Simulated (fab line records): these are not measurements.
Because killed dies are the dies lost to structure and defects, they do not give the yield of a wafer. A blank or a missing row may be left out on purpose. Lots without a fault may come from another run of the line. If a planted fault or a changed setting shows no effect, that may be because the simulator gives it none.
Lot-split experiment -- flow n5-finfet -- on a route of 1938 steps: 7 lots, 21 wafers read

## ON THE SPLIT
At N5_WELL_APT_COAT_02 (resist thk 950 nm), the setting spin-rpm was moved away from the recipe's 1357 rpm on 8 of the 21 wafers read, by -8.5% to +8.9%. For the rest of the wafers, this setting stayed at what the recipe calls for.

Reading taken at the split's own step.

## THE READING
coat_of_WELL_APT_COAT_02.thk-nm (the simulator's own value, which no gauge read), in nm, at N5_WELL_APT_COAT_02 (resist thk 950 nm). The file gives no usual value for it. The 13 wafers here that ran the recipe average 952.1 nm, standard deviation 1.7 nm.

wafer,"tool, chamber at the split","spin-rpm as run, rpm",against the recipe,"coat_of_WELL_APT_COAT_02.thk-nm, nm",against lot-mates on the recipe
L076.1,"litho-track-02, 0",1357,recipe,952,-
L076.4,"litho-track-02, 0",1357,recipe,954.2,-
L076.5,"litho-track-02, 0",1244,-8.3%,993.4,+40.3
L080.1,"litho-track-02, 0",1421,+4.7%,929.3,-24.8
L080.2,"litho-track-02, 0",1421,+4.7%,931.6,-22.5
L080.4,"litho-track-02, 0",1357,recipe,954.1,-
L081.3,"litho-track-01, 0",1241,-8.5%,995.4,+42.8
L081.4,"litho-track-01, 0",1241,-8.5%,994.7,+42.1
L081.5,"litho-track-01, 0",1357,recipe,952.6,-
L090.4,"litho-track-02, 0",1357,recipe,951.8,-
L090.5,"litho-track-02, 0",1357,recipe,948.6,-
L090.6,"litho-track-02, 0",1357,recipe,950.5,-
L091.2,"litho-track-01, 0",1357,recipe,953.8,-
L091.3,"litho-track-01, 0",1357,recipe,953.3,-
L091.6,"litho-track-01, 0",1286,-5.2%,980.2,+26.7
L092.2,"litho-track-05, 0",1357,recipe,953.1,-
L092.4,"litho-track-05, 0",1357,recipe,950.5,-
L092.5,"litho-track-05, 0",1357,recipe,952.9,-
L097.2,"litho-track-01, 0",1478,+8.9%,907.3,-42.6
L097.3,"litho-track-01, 0",1357,recipe,949.9,-
L097.4,"litho-track-01, 0",1478,+8.9%,907.6,-42.3

THE FIT
A straight line over all 21 wafers: coat_of_WELL_APT_COAT_02.thk-nm changes by -4.98 nm for each +1% of spin-rpm; r = -1.00; the points scatter about the line by 1.6 nm.
The same after taking each lot's own level away (the mean of its wafers on the recipe; 21 wafers): -4.88 nm for each +1%; r = -1.00; scatter 1 nm.
On that fit, the largest move of spin-rpm shifts the reading by 44 nm.
Across the lots, their own levels run from 949.90 to 954.10 nm, a range of 2.5 times the standard deviation given above.
Consequently the slope shifts little with the lot-to-lot level, the two slopes agreeing.
Check: -43.7 nm against its lot-mates is what the line predicts for one of the wafers moved furthest among these (+8.9%) when that wafer is left out of the fit. It came out at -42.6 nm against them.

## FILE'S OWN FIT
coat_of_WELL_APT_COAT_02.thk-nm changes by -4.89 nm for each +1% of spin-rpm, r = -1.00.
